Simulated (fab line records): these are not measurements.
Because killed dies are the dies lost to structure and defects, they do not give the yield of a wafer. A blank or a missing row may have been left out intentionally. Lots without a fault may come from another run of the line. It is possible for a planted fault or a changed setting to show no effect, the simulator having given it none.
Chamber matching || flow nandHarc || NHARC_A_WL_FILL_ALD_00 on aldHk-02 has 4 sister chambers
The step deposits Al2O3, target thk 3 nm, pulse time 3 s, ald cycles 30. 4 wafers are shown with their chamber, then 9 later ones without.

## WAFERS PAIRED WITH THEIR CHAMBERS
{"wafer": "L082.5", "chamber": 3, "heaterPowerW (W)": 380}
{"wafer": "L090.1", "chamber": 1, "heaterPowerW (W)": 528}
{"wafer": "L090.3", "chamber": 2, "heaterPowerW (W)": 409}
{"wafer": "L090.6", "chamber": 0, "heaterPowerW (W)": 383}

## WAFERS MISSING THEIR CHAMBER
{"wafer": "L093.1", "heaterPowerW (W)": 540}
{"wafer": "L093.2", "heaterPowerW (W)": 383}
{"wafer": "L093.6", "heaterPowerW (W)": 390}
{"wafer": "L091.1", "heaterPowerW (W)": 400}
{"wafer": "L091.4", "heaterPowerW (W)": 538}
{"wafer": "L091.6", "heaterPowerW (W)": 412}
{"wafer": "L094.1", "heaterPowerW (W)": 540}
{"wafer": "L094.4", "heaterPowerW (W)": 389}
{"wafer": "L094.6", "heaterPowerW (W)": 410}

## WHICH CHAMBER EACH WENT THROUGH
{"wafer": "L093.1", "from the rows above": 1, "in truth": 1}
{"wafer": "L093.2", "from the rows above": "can't be placed: 0 or 3", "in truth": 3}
{"wafer": "L093.6", "from the rows above": "can't be placed: 0 or 3 or 2", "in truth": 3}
{"wafer": "L091.1", "from the rows above": "can't be placed: 2 or 0 or 3", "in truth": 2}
{"wafer": "L091.4", "from the rows above": 1, "in truth": 1}
{"wafer": "L091.6", "from the rows above": 2, "in truth": 2}
{"wafer": "L094.1", "from the rows above": 1, "in truth": 1}
{"wafer": "L094.4", "from the rows above": "can't be placed: 0 or 3 or 2", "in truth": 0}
{"wafer": "L094.6", "from the rows above": 2, "in truth": 2}
Placed correctly: 5 of 9. Not placeable from these rows: 4 (in 4, the candidates include the true chamber). Number placed wrongly: 0.
How it was worked out, from the rows above alone: a wafer's distance from a chamber is the root of the sum, over the readings, of the square of ((its reading less the chamber's mean) divided by the reading's scatter). If the next closest chamber is less than 2 further off than the closest, the wafer can't be placed; otherwise it belongs to the closest. For every chamber, the mean is computed from those of its wafers that are shown. The scatter: root of mean squared gap, hidden wafer to nearest shown wafer, with one shown wafer a chamber.
